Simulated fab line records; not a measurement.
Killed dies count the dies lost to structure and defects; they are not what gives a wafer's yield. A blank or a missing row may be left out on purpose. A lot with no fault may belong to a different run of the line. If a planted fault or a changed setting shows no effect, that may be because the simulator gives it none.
fab line records + flow n5-finfet
record:
- lots: 9
- wafers: 27
- last-day: 18
route steps=1938 shown FIN_CUT@178 STI_FIN_REVEAL@184 DUMMY_GATE@219 BEOL_M4@1111 PASSIVATION@1936
lots with no fault: from the same line, run without faults
start-h: hours from the record's opening day to when the first of the lot's shown wafers began + wait-h: time in hours since the lot's previous step + " repeats the value in the row above + L1.1+2: a row that stands for several wafers + - no value, or no start given + * or withheld: withheld + < > ~ a bound
route shown NAME@n: names a module that has steps shown in the file, with the first one's number in the route + usual: average and standard deviation across the fault-free wafers + same: alike in all rows + chamber/n: place in a boat + sites: the reading at each site + _std_site: the standard deviation of these + _edge_site: inner sites' mean taken away from outer sites' mean + radius-mm: for every site, how far away it sits from the centre of the wafer + mask NAME#n: copy n + behind: tool/chamber where the wafer was last shaped + hold: reason for holding the lot/hours on hold/outcome of the hold + device: transistor that didn't switch, given as n, p or np + end of line: tests run on the same wafers once the route is complete + a step given without rows: its recipe and nothing more + killed: dies that structure and defects cost at the first sort, which is not the same as the wafer's yield + map: a wafer's dies, marking killed ones x, the rest . and places with no die _
set.NAME: setting as actually run; set.NAME@STEP: the setting as run at that earlier step + model.NAME: the simulator's own value behind a step, which no gauge read
a sample of lots followed through the steps of the route, with each step as a table and each wafer as a row
services: a tool's chamber out of use, with start hour (start-h, from the record's first day; less than 0 if before it), hours out, and reason
== steps ==
step: N5_FIN_CUT_STRIP_22
recipe:
- chemistry: N2/H2
- power-w: 500
- temp-c: 40
- pressure-mtorr: 50
- rf-frequency-hz: 6e+07
- overash-fraction: 0.3
- bias-power-w: 8
- h2-frac: 0.5
- n2-flow-sccm: 300
- h2-flow-sccm: 300
usual:
- drypump-motor-current-A: 5.5/0.39
- oes-product-au: 0.80/0.088
- rf-vpp-V: 54.0/2.1
- showerhead-plenum-p-Torr: 3.40/0.12
- throttle-valve-pct: 19.1/0.35
| lot.wafer | tool        | chamber | start-h | wait-h | drypump-motor-current-A | oes-product-au | rf-hours-counter-h | rf-vpp-V | showerhead-plenum-p-Torr | throttle-valve-pct |
|-----------|-------------|---------|---------|--------|-------------------------|----------------|--------------------|----------|--------------------------|--------------------|
| L627.3    | rie-diel-02 | 0       | 32.83   | 0.0    | 4.8                     | 0.71           | 184                | 52.2     | 3.36                     | 19.5               |
| L627.4    | "           | 2       | "       | "      | 5.8                     | 0.68           | -                  | 54.6     | 3.30                     | 18.7               |
| L627.6    | "           | 1       | "       | "      | 6.0                     | 0.75           | -                  | 53.2     | 3.33                     | 19.0               |
| L633.1    | rie-diel-06 | 0       | 70.33   | 0.0    | 5.6                     | 0.76           | 124                | 56.9     | 3.53                     | 19.3               |
| L633.3    | "           | 3       | "       | "      | 5.2                     | 0.92           | 12                 | 52.4     | 3.60                     | 18.8               |
| L633.6    | "           | 1       | "       | "      | 5.4                     | 0.90           | -                  | 53.2     | 3.28                     | 19.1               |
| L634.1    | rie-diel-04 | 1       | 77.84   | 0.2    | 5.0                     | 0.71           | 196                | 57.3     | 3.33                     | 18.9               |
| L634.4    | "           | 2       | "       | "      | 5.7                     | 0.74           | 135                | 56.4     | 3.22                     | 18.5               |
| L634.5    | "           | 1       | "       | "      | 5.0                     | 0.70           | -                  | 53.2     | 3.33                     | 18.9               |
| L637.1    | rie-diel-06 | 3       | 94.84   | 0.0    | 5.2                     | 0.90           | 19                 | 58.5     | 3.60                     | 18.8               |
| L637.3    | "           | 2       | "       | "      | 6.1                     | 0.79           | 103                | 53.5     | 3.39                     | 19.0               |
| L637.6    | "           | 0       | "       | "      | 5.6                     | 0.76           | -                  | 54.1     | 3.53                     | 19.4               |
| L642.2    | rie-diel-04 | 0       | 126.11  | 0.1    | 5.6                     | 0.89           | 37                 | 54.2     | 3.29                     | 19.1               |
| L642.5    | "           | 1       | "       | "      | 5.0                     | 0.69           | -                  | 53.0     | 3.32                     | 18.9               |
| L642.6    | "           | 0       | "       | "      | 5.6                     | 0.86           | -                  | 53.0     | 3.29                     | 19.1               |
| L645.3    | rie-diel-02 | 3       | 142.95  | 0.0    | 5.7                     | 0.89           | 29                 | 53.1     | 3.58                     | 19.9               |
| L645.4    | "           | 2       | "       | "      | 5.8                     | 0.99           | 2                  | 52.5     | 3.28                     | 18.4               |
| L645.6    | "           | 0       | "       | "      | 4.8                     | 0.68           | -                  | 53.6     | 3.34                     | 19.6               |
| L646.3    | rie-diel-04 | 3       | 150.45  | 0.1    | 5.4                     | 0.73           | 187                | 55.2     | 3.49                     | 18.8               |
| L646.4    | "           | 2       | "       | "      | 5.7                     | 0.72           | 154                | 49.4     | 3.21                     | 18.6               |
| L646.5    | "           | 2       | "       | "      | 5.7                     | 0.72           | -                  | 51.1     | 3.21                     | 18.6               |
| L647.1    | rie-diel-02 | 1       | 156.19  | 0.0    | 6.0                     | 0.72           | 194                | 52.7     | 3.31                     | 19.0               |
| L647.4    | "           | 3       | "       | "      | 5.7                     | 0.92           | 32                 | 53.8     | 3.57                     | 19.9               |
| L647.6    | "           | 2       | "       | "      | 5.9                     | 0.96           | -                  | 53.0     | 3.28                     | 18.4               |
| L648.2    | rie-diel-06 | 2       | 161.18  | 0.0    | 6.1                     | 0.77           | 124                | 52.5     | 3.38                     | 19.1               |
| L648.3    | "           | 3       | "       | "      | 5.2                     | 0.86           | 39                 | 49.7     | 3.58                     | 18.9               |
| L648.4    | "           | 0       | "       | "      | 5.6                     | 0.76           | 151                | 57.1     | 3.52                     | 19.4               |
step: N5_STI_FIN_REVEAL_ALD_14
recipe:
- material: Si3N4
- target-thk-a: 30
- temp-c: 400
- ald-precursor-family: SiH2I2
- ald-co-reactant: N2/H2-plasma
- pressure-torr: 2
usual:
- chamber-pressure-Torr: 1.999/0.0044
- heater-power-w: 875/76
| lot.wafer | tool       | chamber | start-h | wait-h | chamber-pressure-Torr | heater-power-w |
|-----------|------------|---------|---------|--------|-----------------------|----------------|
| L627.3    | ald-sin-03 | 0       | 33.64   | 0.0    | 1.995                 | 1002           |
| L627.4    | "          | 1       | "       | "      | 1.999                 | 838            |
| L627.6    | "          | 2       | "       | "      | 1.994                 | 752            |
| L633.1    | ald-sin-01 | 0       | 70.59   | 0.0    | 1.997                 | 927            |
| L633.3    | "          | 2       | "       | "      | 1.994                 | 832            |
| L633.6    | "          | 2       | "       | "      | 2.000                 | 823            |
| L634.1    | ald-sin-03 | 2       | 78.08   | 0.0    | 2.005                 | 721            |
| L634.4    | "          | 3       | "       | "      | 1.998                 | 901            |
| L634.5    | "          | 0       | "       | "      | 1.995                 | 995            |
| L637.1    | ald-sin-04 | 1       | 95.17   | 0.0    | 1.998                 | 969            |
| L637.3    | "          | 2       | "       | "      | 1.997                 | 891            |
| L637.6    | "          | 1       | "       | "      | 1.995                 | 975            |
| L642.2    | ald-sin-01 | 1       | 126.37  | 0.0    | 1.999                 | 902            |
| L642.5    | "          | 0       | "       | "      | 2.004                 | 917            |
| L642.6    | "          | 3       | "       | "      | 2.004                 | 840            |
| L645.3    | ald-sin-01 | 0       | 143.57  | 0.0    | 2.007                 | 922            |
| L645.4    | "          | 1       | "       | "      | 2.000                 | 882            |
| L645.6    | "          | 1       | "       | "      | 1.994                 | 884            |
| L646.3    | ald-sin-01 | 0       | 150.70  | 0.0    | 1.999                 | 957            |
| L646.4    | "          | 3       | "       | "      | 1.996                 | 869            |
| L646.5    | "          | 2       | "       | "      | 2.005                 | 837            |
| L647.1    | ald-sin-04 | 1       | 156.43  | 0.0    | 1.998                 | 966            |
| L647.4    | "          | 2       | "       | "      | 1.997                 | 902            |
| L647.6    | "          | 1       | "       | "      | 2.000                 | 968            |
| L648.2    | ald-sin-03 | 3       | 161.42  | 0.0    | 1.998                 | 860            |
| L648.3    | "          | 2       | "       | "      | 2.000                 | 770            |
| L648.4    | "          | 0       | "       | "      | 2.003                 | 1025           |
step: N5_STI_FIN_REVEAL_ETCHBACK_08
recipe:
- chemistry: C4F6/O2
- target: SiO2
- target-depth-a: 305
- time-s: 10.167
- ion-energy-ev: 250
- pressure-mtorr: 30
- source-w: 345
- bias-w: 185
- Ar_flow_sccm: 300
- C4F6_flow_sccm: 10
- O2_flow_sccm: 10
usual:
- drypump-motor-current-A: 5.5/0.45
- oes-product-au: 0.77/0.091
- rf-fwd-power-W: 341.2/1.5
- rf-vpp-V: 665/21
- showerhead-plenum-p-Torr: 2.85/0.1
- throttle-valve-pct: 21.26/0.28
| lot.wafer | tool        | chamber | start-h | wait-h | drypump-motor-current-A | oes-product-au | rf-fwd-power-W | rf-hours-counter-h | rf-vpp-V | showerhead-plenum-p-Torr | throttle-valve-pct |
|-----------|-------------|---------|---------|--------|-------------------------|----------------|----------------|--------------------|----------|--------------------------|--------------------|
| L627.3    | rie-diel-01 | 3       | 39.33   | 0.1    | 5.6                     | 0.84           | 340.1          | -                  | 674      | 2.89                     | 20.87              |
| L627.4    | "           | 1       | "       | "      | 5.1                     | 0.71           | 340.0          | -                  | 637      | 2.96                     | 21.49              |
| L627.6    | "           | 3       | "       | "      | 5.6                     | 0.84           | 341.4          | -                  | 675      | 2.89                     | 20.88              |
| L633.1    | rie-diel-01 | 2       | 76.16   | 0.2    | 5.9                     | 0.72           | -              | 222                | 646      | 2.71                     | 21.64              |
| L633.3    | "           | 1       | "       | "      | 5.0                     | 0.71           | -              | 183                | 636      | 2.95                     | 21.52              |
| L633.6    | "           | 3       | "       | "      | 5.6                     | 0.83           | 339.0          | -                  | 675      | 2.89                     | 20.90              |
| L634.1    | rie-diel-03 | 1       | 84.26   | 0.2    | 5.0                     | 0.70           | 338.4          | 229                | 666      | 2.71                     | 21.40              |
| L634.4    | "           | 3       | "       | "      | 5.4                     | 0.83           | 340.9          | 60                 | 695      | 3.01                     | 21.11              |
| L634.5    | "           | 3       | "       | "      | 5.4                     | 0.82           | 340.2          | -                  | 695      | 3.01                     | 21.11              |
| L637.1    | rie-diel-01 | 2       | 100.77  | 0.2    | 5.9                     | 0.71           | -              | 230                | 646      | 2.71                     | 21.63              |
| L637.3    | "           | 3       | "       | "      | 5.6                     | 0.81           | -              | 76                 | 674      | 2.89                     | 20.90              |
| L637.6    | "           | 1       | "       | "      | 5.0                     | 0.71           | 339.4          | -                  | 636      | 2.95                     | 21.54              |
| L642.2    | rie-diel-05 | 2       | 132.16  | 0.4    | 5.8                     | 0.70           | 342.8          | 215                | 641      | 2.78                     | 21.15              |
| L642.5    | "           | 3       | "       | "      | 6.3                     | 0.97           | 341.8          | -                  | 687      | 2.84                     | 20.84              |
| L642.6    | "           | 0       | "       | "      | 4.7                     | 0.90           | 341.1          | -                  | 650      | 2.92                     | 20.94              |
| L645.3    | rie-diel-05 | 2       | 149.14  | 0.1    | 5.8                     | 0.68           | 344.2          | 220                | 641      | 2.78                     | 21.15              |
| L645.4    | "           | 1       | "       | "      | 5.6                     | 0.80           | 340.3          | 106                | 702      | 2.74                     | 21.15              |
| L645.6    | "           | 2       | "       | "      | 5.7                     | 0.68           | 345.9          | -                  | 641      | 2.77                     | 21.15              |
| L646.3    | rie-diel-01 | 3       | 156.79  | 0.4    | 5.6                     | 0.78           | 339.1          | 99                 | 672      | 2.87                     | 20.94              |
| L646.4    | "           | 2       | "       | "      | 5.9                     | 0.69           | 342.1          | -                  | 646      | 2.70                     | 21.68              |
| L646.5    | "           | 1       | "       | "      | 5.0                     | 0.70           | 341.0          | -                  | 637      | 2.94                     | 21.57              |
| L647.1    | rie-diel-01 | 1       | 162.26  | 0.2    | 5.0                     | 0.70           | 341.5          | 215                | 636      | 2.94                     | 21.56              |
| L647.4    | "           | 1       | "       | "      | 5.0                     | 0.69           | 341.3          | -                  | 637      | 2.93                     | 21.57              |
| L647.6    | "           | 0       | "       | "      | 5.8                     | 0.97           | 339.3          | -                  | 658      | 2.93                     | 21.24              |
| L648.2    | rie-diel-05 | 0       | 167.07  | 0.2    | 4.7                     | 0.88           | 342.8          | 36                 | 649      | 2.92                     | 20.96              |
| L648.3    | "           | 3       | "       | "      | 6.3                     | 0.94           | 342.2          | 19                 | 684      | 2.83                     | 20.86              |
| L648.4    | "           | 2       | "       | "      | 5.7                     | 0.67           | 341.8          | 227                | 642      | 2.77                     | 21.18              |
step: N5_STI_FIN_REVEAL_FIN_H_MEAS_10
usual:
- trench-depth-nm: 52.0/0.8
| lot.wafer | tool   | chamber | start-h | wait-h | trench-depth-nm |
|-----------|--------|---------|---------|--------|-----------------|
| L627.3    | ocd-02 | -       | 43.25   | 0.0    | 52.1            |
| L627.4    | "      | -       | "       | "      | 51.7            |
| L627.6    | "      | -       | "       | "      | 52.1            |
| L633.1    | ocd-02 | -       | 79.13   | 0.0    | 48.9            |
| L633.3    | "      | -       | "       | "      | 48.5            |
| L633.6    | "      | -       | "       | "      | 52.3            |
| L634.1    | ocd-01 | -       | 87.41   | 0.0    | 52.3            |
| L634.4    | "      | -       | "       | "      | 52.2            |
| L634.5    | "      | -       | "       | "      | 51.5            |
| L637.1    | ocd-02 | -       | 103.74  | 0.0    | 49.3            |
| L637.3    | "      | -       | "       | "      | 48.7            |
| L637.6    | "      | -       | "       | "      | 51.8            |
| L642.2    | ocd-02 | -       | 135.11  | 0.0    | 52.9            |
| L642.5    | "      | -       | "       | "      | 53.4            |
| L642.6    | "      | -       | "       | "      | 53.0            |
| L645.3    | ocd-01 | -       | 152.09  | 0.0    | 51.1            |
| L645.4    | "      | -       | "       | "      | 51.3            |
| L645.6    | "      | -       | "       | "      | 51.6            |
| L646.3    | ocd-02 | -       | 159.78  | 0.0    | 51.0            |
| L646.4    | "      | -       | "       | "      | 51.9            |
| L646.5    | "      | -       | "       | "      | 52.0            |
| L647.1    | ocd-02 | -       | 165.22  | 0.0    | 51.9            |
| L647.4    | "      | -       | "       | "      | 51.9            |
| L647.6    | "      | -       | "       | "      | 52.1            |
| L648.2    | ocd-01 | -       | 170.02  | 0.0    | 52.5            |
| L648.3    | "      | -       | "       | "      | 52.4            |
| L648.4    | "      | -       | "       | "      | 51.3            |
step: N5_DUMMY_GATE_THK_MEAS_05
usual:
- thk-nm: 71.8/1.3
| lot.wafer | tool          | chamber | start-h | wait-h | thk-nm |
|-----------|---------------|---------|---------|--------|--------|
| L627.3    | film-metro-02 | -       | 49.40   | 0.2    | 70.1   |
| L627.4    | "             | -       | "       | "      | 71.1   |
| L627.6    | "             | -       | "       | "      | 71.2   |
| L633.1    | film-metro-01 | -       | 83.48   | 0.2    | 73.7   |
| L633.3    | "             | -       | "       | "      | 72.2   |
| L633.6    | "             | -       | "       | "      | 74.2   |
| L634.1    | film-metro-01 | -       | 91.68   | 0.2    | 72.9   |
| L634.4    | "             | -       | "       | "      | 71.1   |
| L634.5    | "             | -       | "       | "      | 73.5   |
| L637.1    | film-metro-02 | -       | 108.00  | 0.1    | 72.4   |
| L637.3    | "             | -       | "       | "      | 70.3   |
| L637.6    | "             | -       | "       | "      | 70.6   |
| L642.2    | film-metro-02 | -       | 139.52  | 0.1    | 72.8   |
| L642.5    | "             | -       | "       | "      | 73.5   |
| L642.6    | "             | -       | "       | "      | 73.0   |
| L645.3    | film-metro-01 | -       | 156.49  | 0.1    | 71.5   |
| L645.4    | "             | -       | "       | "      | 70.0   |
| L645.6    | "             | -       | "       | "      | 70.5   |
| L646.3    | film-metro-01 | -       | 164.05  | 0.2    | 72.8   |
| L646.4    | "             | -       | "       | "      | 70.8   |
| L646.5    | "             | -       | "       | "      | 71.7   |
| L647.1    | film-metro-01 | -       | 171.99  | 0.2    | 72.8   |
| L647.4    | "             | -       | "       | "      | 71.9   |
| L647.6    | "             | -       | "       | "      | 73.0   |
| L648.2    | film-metro-02 | -       | 174.30  | 0.2    | 71.6   |
| L648.3    | "             | -       | "       | "      | 71.7   |
| L648.4    | "             | -       | "       | "      | 73.9   |
step: N5_BEOL_M4_RC_MEAS_101
usual:
- DIBL_N: 37.5/2.5
- DIBL_P: 38/3.1
- IOFF_N: 0.19/0.059
- IOFF_N_85C: 3.6/0.91
- IOFF_P: 0.24/0.061
- ION_N: 679/16
- ION_P: 465/9.8
- SS_N: 72.0/0.8
- SS_P: 73.7/0.86
- VT_N: 248/4.5
- VT_P: -249/3.5
| lot.wafer | tool      | chamber | start-h | wait-h | DIBL_N[mV/V] | DIBL_P[mV/V] | IOFF_N[nA/um] | IOFF_N_85C[nA/um] | IOFF_P[nA/um] | ION_N[uA/um] | ION_P[uA/um] | SS_N[mV/dec] | SS_P[mV/dec] | VT_N[mV] | VT_P[mV] |
|-----------|-----------|---------|---------|--------|--------------|--------------|---------------|-------------------|---------------|--------------|--------------|--------------|--------------|----------|----------|
| L627.3    | prober-02 | 0       | 170.07  | 0.3    | 37.3         | 38           | 0.18          | 3.5               | 0.23          | 677          | 459          | 72.0         | 73.5         | 250      | -250     |
| L627.4    | "         | 0       | "       | "      | 37.3         | 40           | 0.19          | 3.7               | 0.27          | 675          | 465          | 72.5         | 74.2         | 248      | -248     |
| L627.6    | "         | 0       | "       | "      | 37.4         | 38           | 0.18          | 3.5               | 0.22          | 676          | 460          | 72.6         | 73.8         | 255      | -252     |
| L633.1    | prober-02 | 0       | 221.67  | 0.0    | 39.9         | 38           | 0.28          | 5.0               | 0.24          | 634          | 436          | 76.1         | 74.8         | 251      | -251     |
| L633.3    | "         | 0       | "       | "      | 46.5         | 38           | 0.88          | 13.4              | 0.26          | 650          | 439          | 85.3         | 74.3         | 249      | -251     |
| L633.6    | "         | 0       | "       | "      | 33.6         | 34           | 0.11          | 2.4               | 0.17          | 659          | 451          | 70.9         | 73.0         | 255      | -254     |
| L634.1    | prober-01 | 0       | 237.18  | 0.1    | 34.4         | 35           | 0.10          | 2.2               | 0.16          | 657          | 453          | 70.8         | 73.2         | 260      | -253     |
| L634.4    | "         | 0       | "       | "      | 38.7         | 39           | 0.18          | 3.5               | 0.24          | 673          | 467          | 71.8         | 74.1         | 247      | -249     |
| L634.5    | "         | 0       | "       | "      | 37.1         | 37           | 0.14          | 2.8               | 0.20          | 651          | 452          | 71.5         | 73.1         | 252      | -251     |
| L637.1    | prober-02 | 0       | 252.06  | 0.0    | 43.2         | 41           | 0.44          | 7.3               | 0.31          | 661          | 446          | 76.1         | 74.2         | 244      | -247     |
| L637.3    | "         | 0       | "       | "      | 40.3         | 41           | 0.29          | 5.1               | 0.37          | 640          | 441          | 75.4         | 75.9         | 249      | -248     |
| L637.6    | "         | 0       | "       | "      | 42.2         | 45           | 0.37          | 6.2               | 0.43          | 714          | 484          | 72.8         | 74.8         | 238      | -242     |
| L642.2    | prober-02 | 0       | 262.83  | 0.2    | 36.4         | 37           | 0.15          | 2.9               | 0.19          | 668          | 458          | 71.9         | 73.5         | 253      | -251     |
| L642.5    | "         | 0       | "       | "      | 36.4         | 37           | 0.15          | 3.0               | 0.20          | 679          | 466          | 72.0         | 73.8         | 252      | -252     |
| L642.6    | "         | 0       | "       | "      | 37.9         | 40           | 0.19          | 3.6               | 0.24          | 689          | 471          | 72.1         | 74.0         | 248      | -248     |
| L645.3    | prober-02 | 0       | 288.15  | 0.3    | 37.6         | 37           | 0.19          | 3.6               | 0.24          | 683          | 463          | 72.1         | 73.9         | 249      | -249     |
| L645.4    | "         | 0       | "       | "      | 35.7         | 34           | 0.16          | 3.1               | 0.21          | 667          | 462          | 71.5         | 73.3         | 249      | -250     |
| L645.6    | "         | 0       | "       | "      | 37.4         | 36           | 0.20          | 3.8               | 0.24          | 685          | 466          | 72.0         | 73.8         | 244      | -250     |
| L647.1    | prober-01 | 0       | 310.43  | 0.0    | 38.6         | 42           | 0.21          | 3.9               | 0.29          | 685          | 475          | 72.0         | 74.4         | 247      | -249     |
| L647.4    | "         | 0       | "       | "      | 39.0         | 39           | 0.20          | 3.7               | 0.23          | 676          | 455          | 71.8         | 74.7         | 247      | -251     |
| L647.6    | "         | 0       | "       | "      | 39.9         | 41           | 0.23          | 4.2               | 0.26          | 687          | 466          | 72.2         | 74.6         | 245      | -249     |
| L646.3    | prober-02 | 0       | 310.66  | 0.3    | 40.5         | 38           | 0.23          | 4.3               | 0.26          | 684          | 465          | 72.7         | 73.8         | 246      | -249     |
| L646.4    | "         | 0       | "       | "      | 38.6         | 36           | 0.17          | 3.2               | 0.22          | 662          | 460          | 73.0         | 73.4         | 250      | -249     |
| L646.5    | "         | 0       | "       | "      | 39.9         | 38           | 0.21          | 3.9               | 0.25          | 687          | 466          | 71.8         | 74.0         | 250      | -248     |
| L648.2    | prober-02 | 0       | 312.12  | 0.2    | 37.5         | 39           | 0.18          | 3.4               | 0.22          | 679          | 466          | 72.5         | 73.7         | 251      | -252     |
| L648.3    | "         | 0       | "       | "      | 34.7         | 35           | 0.13          | 2.7               | 0.17          | 673          | 459          | 71.5         | 73.4         | 254      | -252     |
| L648.4    | "         | 0       | "       | "      | 37.5         | 40           | 0.19          | 3.5               | 0.26          | 677          | 463          | 72.1         | 74.5         | 248      | -249     |
step: N5_PASSIVATION_PROBE_49
usual:
- defect-limited-yield: 91.0/1.4
- killed_at_M0_to_M3: 35/10
- killed_at_M4_up: 14/5.5
- killed-at-contacts: 13/5.6
- killed-at-front-end: 41/11
- killed-at-other: 4/3.4
- killed-dies: 106/16
- killed-open: 68/12
- killed-short: 35/7.3
- sort_bin_4_leakage: 0.3/2.1
- sort_bin_5_function: 5.3/0.89
- sort_bin_6_memory: 3.4/0.67
- sort_bin_8_speed: 0.01/0.11
- sort-n-pass: 1070/28
- sort-yield-pct: 90.7/2.4
same:
- gross-dies: 1180
- killed-at-back-side: 0
| lot.wafer | tool      | chamber | start-h | wait-h | defect-limited-yield[%] | killed_at_M0_to_M3 | killed_at_M4_up | killed-at-contacts | killed-at-front-end | killed-at-other | killed-dies | killed-open | killed-short | sort_bin_4_leakage[%] | sort_bin_5_function[%] | sort_bin_6_memory[%] | sort_bin_8_speed[%] | sort-n-pass | sort-yield-pct[%] |
|-----------|-----------|---------|---------|--------|-------------------------|--------------------|-----------------|--------------------|---------------------|-----------------|-------------|-------------|--------------|-----------------------|------------------------|----------------------|---------------------|-------------|-------------------|
| L633.1    | prober-01 | -       | 319.95  | 0.0    | 91.9                    | 54                 | 6               | 5                  | 24                  | 6               | 95          | 57          | 29           | 0.2                   | 4.7                    | 2.9                  | 0.76                | 1074        | 91.0              |
| L633.3    | prober-01 | -       | 320.05  | 0.1    | 90.6                    | 52                 | 12              | 14                 | 22                  | 11              | 111         | 77          | 31           | 90.6                  | 4.4                    | 4.7                  | 0                   | 0           | 0                 |
| L633.6    | prober-01 | -       | 320.20  | 0.3    | 90.4                    | 40                 | 21              | 12                 | 28                  | 12              | 113         | 72          | 34           | 0                     | 6.1                    | 3.1                  | 0                   | 1067        | 90.4              |
| L637.1    | prober-02 | -       | 355.28  | 0.0    | 89.2                    | 41                 | 18              | 13                 | 49                  | 7               | 128         | 88          | 36           | 23.3                  | 5.3                    | 5.3                  | 0                   | 777         | 65.8              |
| L637.3    | prober-02 | -       | 355.38  | 0.1    | 89.8                    | 36                 | 19              | 14                 | 44                  | 7               | 120         | 80          | 37           | 0.3                   | 6.0                    | 3.5                  | 0.25                | 1053        | 89.2              |
| L637.6    | prober-02 | -       | 355.53  | 0.3    | 93.6                    | 34                 | 15              | 8                  | 18                  | 1               | 76          | 52          | 20           | 5.3                   | 3.0                    | 3.1                  | 0                   | 1041        | 88.2              |
killed by level:class
L633.1 BEOL_M0_SAQP:geometric-particle:short=13 BEOL_M3:geometric-particle:open=8 DUMMY_GATE:geometric-particle:open=7 BEOL_M0_SAQP:geometric-particle:open=7 BEOL_M1:geometric-particle:open=6 BEOL_M2:geometric-particle:open=5 BEOL_M2:area-expose=4 FIN_SAQP:geometric-particle:open=3
L633.3 BEOL_M0_SAQP:geometric-particle:open=15 MOL_CONTACT_COAG:geometric-particle:open=13 BEOL_M0_SAQP:geometric-particle:short=11 BEOL_M2:geometric-particle:open=10 BEOL_M3:geometric-particle:open=7 DUMMY_GATE:geometric-particle:open=5 PAD_METAL:geometric-particle:open=5 STARTING-WAFER:geometric-particle:short=5
L633.6 MOL_CONTACT_COAG:geometric-particle:open=9 BEOL_M2:geometric-particle:open=9 BEOL_M0_SAQP:geometric-particle:open=8 STI_FIN_REVEAL:geometric-particle:open=7 BEOL_M1:geometric-particle:open=7 BEOL_M0_SAQP:geometric-particle:short=6 BEOL_M4:geometric-particle:open=5 PASS1_CAP:geometric-particle:open=4
L637.1 STI_FIN_REVEAL:geometric-particle:open=16 BEOL_M2:geometric-particle:open=10 MOL_CONTACT_COAG:geometric-particle:open=9 FIN_SAQP:geometric-particle:open=8 BEOL_M3:geometric-particle:open=8 BEOL_M4:geometric-particle:open=7 FIN_SAQP:geometric-particle:short=5 BEOL_M0_SAQP:geometric-particle:open=5
L637.3 STI_FIN_REVEAL:geometric-particle:open=12 MOL_CONTACT_COAG:geometric-particle:open=11 BEOL_M4:geometric-particle:open=8 FIN_SAQP:geometric-particle:open=7 FIN_SAQP:geometric-particle:short=7 BEOL_M5:geometric-particle:open=7 BEOL_M3:geometric-particle:open=6 STI_FIN_REVEAL:geometric-particle:short=5
L637.6 BEOL_M1:geometric-particle:open=9 MOL_CONTACT_COAG:geometric-particle:open=7 BEOL_M3:geometric-particle:open=7 BEOL_M0_SAQP:geometric-particle:open=6 BEOL_M8:geometric-particle:open=5 FIN_SAQP:geometric-particle:short=3 DUMMY_GATE:geometric-particle:open=3 BEOL_M0_SAQP:geometric-particle:short=3
== services ==
| tool        | chamber | start-h | hours | kind                          |
|-------------|---------|---------|-------|-------------------------------|
| ald-sin-01  | 1       | 26.36   | 2.8   | repair                        |
| rie-diel-04 | 2       | 33.25   | 6.9   | repair                        |
| rie-diel-01 | 0       | 36.21   | 7.6   | repair                        |
| rie-diel-01 | 2       | 37.04   | 3.7   | repair                        |
| rie-diel-01 | 3       | 40.19   | 5.7   | repair                        |
| rie-diel-01 | -       | 51.33   | 2.8   | pm                            |
| rie-diel-03 | -       | 57.49   | 2.8   | pm                            |
| rie-diel-05 | 2       | 79.97   | 7.6   | repair                        |
| ald-sin-03  | -       | 86.14   | 14.0  | pm                            |
| rie-diel-01 | 3       | 91.95   | 1.8   | repair                        |
| rie-diel-02 | 3       | 98.29   | 13.9  | repair                        |
| rie-diel-02 | -       | 99.37   | 0.4   | repair                        |
| rie-diel-03 | 3       | 102.94  | 20.2  | repair                        |
| rie-diel-03 | 2       | 110.03  | 1.3   | repair                        |
| rie-diel-03 | -       | 114.49  | 14.6  | pm                            |
| rie-diel-04 | -       | 115.63  | 0.3   | repair                        |
| rie-diel-01 | 3       | 120.80  | 2.2   | repair                        |
| rie-diel-01 | 1       | 123.00  | 5.2   | repair                        |
| rie-diel-01 | 0       | 141.30  | -     | clean                         |
| rie-diel-01 | 0       | 141.30  | -     | consumable-replace:focus-ring |
| rie-diel-01 | 0       | 141.30  | 18.6  | scheduled-down                |
| rie-diel-01 | 0       | 141.30  | 18.6  | vent-cycle                    |
| ald-sin-03  | -       | 142.68  | 6.1   | pm                            |
| rie-diel-01 | 2       | 159.92  | -     | clean                         |
== key ==
first-sign:
- step: N5_STI_FIN_REVEAL_FIN_H_MEAS_10
- reading: trench-depth-nm
- direction: down
- sigmas: 3.9
- usual: 52.0
- struck: 48.8
effect:
- step: N5_BEOL_M4_RC_MEAS_101
- reading: SS_N
- direction: up
- sigmas: 7.8
- usual: 72.0
- struck: 78.2
effect:
- step: N5_BEOL_M4_RC_MEAS_101
- reading: IOFF_N
- direction: up
- sigmas: 4.8
- usual: 0.19
- struck: 0.47
effect:
- step: N5_BEOL_M4_RC_MEAS_101
- reading: IOFF_N_85C
- direction: up
- sigmas: 4.5
- usual: 3.6
- struck: 7.7
effect:
- step: N5_BEOL_M4_RC_MEAS_101
- reading: ION_P
- direction: down
- sigmas: 2.5
- usual: 465
- struck: 441
effect:
- step: N5_BEOL_M4_RC_MEAS_101
- reading: ION_N
- direction: down
- sigmas: 2.1
- usual: 679
- struck: 646
- wafers-moved: 2
effect:
- step: N5_BEOL_M4_RC_MEAS_101
- reading: DIBL_N
- direction: up
- sigmas: 2
- usual: 37.5
- struck: 42.5
- wafers-moved: 1
effect:
- step: N5_PASSIVATION_PROBE_49
- reading: sort_bin_4_leakage
- direction: up
- sigmas: 14
- usual: 0.3
- struck: 28.6
- wafers-moved: 2
met-at N5_STI_FIN_REVEAL_ETCHBACK_08
struck-lots L633,L637
struck-wafers L633.1,L633.3,L637.1,L637.3
not-acting-at N5_FIN_CUT_STRIP_22,N5_STI_FIN_REVEAL_ALD_14,N5_DUMMY_GATE_THK_MEAS_05
onset-between 39.33 76.16
fault:
- kind: process-parameter-drift
- tool: rie-diel-01
- chamber: -
- onset-h: 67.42
- steps: N5_STI_FIN_REVEAL_ETCHBACK_08
- channel: time-s
- offset: *
- shape: step
- end-h: 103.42
- scope: struck-wafers-only
- acts-in: *
- stated: *
